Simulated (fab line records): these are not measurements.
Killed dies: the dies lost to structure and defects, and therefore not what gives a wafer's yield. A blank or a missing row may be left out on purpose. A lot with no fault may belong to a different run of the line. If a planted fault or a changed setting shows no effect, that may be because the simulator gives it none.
Struck lot and sound lot, side by side | flow nand harc | 15 steps out of a route of 1159
Sound: these wafers, L433.1, L433.5, L433.6. Struck: wafer L435.1 (left out: L435.3, L435.6 of the same lot, which were not struck); the cause appears at the end.
For every step that has rows: the tool of each side, followed by ch and its chambers, followed by its first start. Under that, the readings that differ: sound wafers | struck wafers | difference of the means | sigmas: that difference in standard deviations of wafers without a fault.
alike: readings with means less than 2 such deviations apart, plus words and numbers identical on both sides. not compared: withheld readings, readings lacking a value on some wafer, bounds such as >300 that could conceal the same value, and numbers that have no deviation in the record and whose values overlap.
Wherever a step has rows on one side only, a row that says differs or no value, or a row with sigmas, the two part there. Non-overlapping numbers with no deviation appear without sigmas and do not part them. A reading that every wafer of one side lacks parts them only if that side has two wafers or more.

first, 6 steps without rows for these wafers: NHARC_A_BLC_COAT_04 (resist thk 90 nm); NHARC_A_BLC_SOFTBAKE_05 (time 55 s); NHARC_A_BLC_EBR_06; NHARC_A_BLC_EXPOSE_07 (exposes mask A BLC, target cd 100 nm); NHARC_A_BLC_PEB_08 (peb time 65 s); NHARC_A_BLC_DEVELOP_09 (develop time 35 s).
NHARC_A_BLC_CD_MEAS_10 targets a cd of 100 nm.
  sound on cd sem-02 ch 0, day 19 17:28; struck on cd sem-01 ch 0, day 20 05:08
  alike: cd nm
NHARC_A_BLC_OVL_MEAS_11:
  sound on overlay-01, day 19 17:33; struck on overlay-02, day 20 05:14
  alike: overlay x nm, overlay y nm
NHARC_A_BLC_INSPECT_12:
  sound on defect inspect-02, day 19 17:35; struck on defect inspect-01, day 20 05:16
  alike: raw defect count
NHARC_A_BLC_DESCUM_15: chemistry O2, time 3 s.
  sound on rie diel-04 ch 0,3, day 19 17:40; struck on rie diel-04 ch 2, day 20 05:20
  alike: chamber pressure mTorr, drypump motor current A, oes product au, rf vpp V, showerhead plenum p Torr, throttle valve pct
  not compared: rf hours counter h
NHARC_A_BLC_ETCH_16: etches the open film in CF4, target depth 39 nm, time 65 s.
  sound on rie diel-04 ch 0,2,3, day 19 17:46; struck on rie diel-04 ch 1, day 20 05:25
  alike: cf4 flow sccm, chamber pressure mTorr, drypump motor current A, oes product au, rf vpp V, showerhead plenum p Torr, throttle valve pct
  not compared: rf hours counter h
NHARC_A_BLC_ETCH_17: etches the open film in N2/H2, target depth 390 nm, time 609.38 s.
  sound: rie diel-04 ch 0,1; struck: rie diel-04 ch 0
  alike: chamber pressure mTorr, drypump motor current A, oes product au, rf vpp V, showerhead plenum p Torr, throttle valve pct
  not compared: rf hours counter h
NHARC_A_BLC_ETCH_18: etches the open film in C4F8/O2/Ar, target depth 910 nm.
  sound on rie diel-04 ch 0,1, day 19 18:16; struck on rie diel-04 ch 1, day 20 05:58
  reading               | sound             | struck | difference | sigmas
  oes product au (a.u.) | 0.952 0.936 0.941 | 0.885  | -0.058     | -3
  alike: chamber pressure mTorr, rf vpp V
  not compared: rf hours counter h
NHARC_A_BLC_CD_MEAS_19:
  sound on cd sem-01, day 19 18:37; struck on cd sem-02, day 20 06:18
  alike: cd nm
-- jump in the record: it breaks off in module A_BLC and resumes in module END (first step shown: number 1159 of the route), and 2 days separate the struck wafers' starts before and after --
NHARC_END_SORT_01:
  only the struck wafers appear in the record here, on prober-01 ch 0 at day 22 06:23; the sound ones have no rows

WHERE THEY PART
First at NHARC_A_BLC_ETCH_18; last, within this record, at NHARC_END_SORT_01.

WHY: what had been put in by the simulator
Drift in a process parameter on rie diel-04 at NHARC_A_BLC_ETCH_18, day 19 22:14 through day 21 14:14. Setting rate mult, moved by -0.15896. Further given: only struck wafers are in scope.
